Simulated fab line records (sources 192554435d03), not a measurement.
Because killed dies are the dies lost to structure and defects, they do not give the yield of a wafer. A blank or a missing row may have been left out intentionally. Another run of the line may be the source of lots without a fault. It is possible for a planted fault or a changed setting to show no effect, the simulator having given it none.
Which tool was responsible?	flow n5Finfet	route of 1938 steps, sampled at 1 step: 11 lots, 33 wafers

WHAT EACH GAUGE READ, for each wafer
N5_BEOL_M8_CD_MEAS_11: the cd target is 38.5 nm.
lot	measured	on	cdNm (nm)
L752	day 10 09:46	cdSem-01	39.4 39.4 38.8
L753	day 10 20:02	cdSem-02	38.4 38.2 39.3
L754	day 11 17:10	cdSem-02	38.2 38.6 38.6
L761	day 12 21:41	cdSem-01	37.8 38.5 38.5
L765	day 13 18:16	cdSem-03	37.2 37.3 37.9
L767	day 14 04:35	cdSem-02	39.0 38.5 38.3
L769	day 14 23:25	cdSem-03	38.7 38.4 38.5
L770	day 15 02:08	cdSem-01	38.6 38.7 38.5
L772	day 15 08:15	cdSem-03	38.5 38.4 38.4
L774	day 16 03:26	cdSem-02	38.6 38.4 38.8
L775	day 16 16:41	cdSem-02	37.6 38.0 38.0

WHAT TOOL EACH LOT RAN ON (gives the tool, then ch and the chambers of the sampled wafers, and finally the start)
There is no process step in the record ahead of these readings.

THE ANSWER, worked out from the rows above alone
Rule: what is usual is taken from the lots themselves. The widest of any qualifying gaps counts: lots, ordered by their means at a reading, are off when they make up no more than a third of the lots, leave a main group of 4 or more, and stand apart from it by 3 or more times the standard deviation of that group's means. Not used: any main group whose means are identical at the precision the tables above print for the reading. A lot without any number at a reading at which 4 lots or more have one is off too. Any other lot the step has rows for is counted as sound.
No lot is off at any reading shown: from this, nothing can be told.

WHAT HAD BEEN PUT IN BY THE SIMULATOR
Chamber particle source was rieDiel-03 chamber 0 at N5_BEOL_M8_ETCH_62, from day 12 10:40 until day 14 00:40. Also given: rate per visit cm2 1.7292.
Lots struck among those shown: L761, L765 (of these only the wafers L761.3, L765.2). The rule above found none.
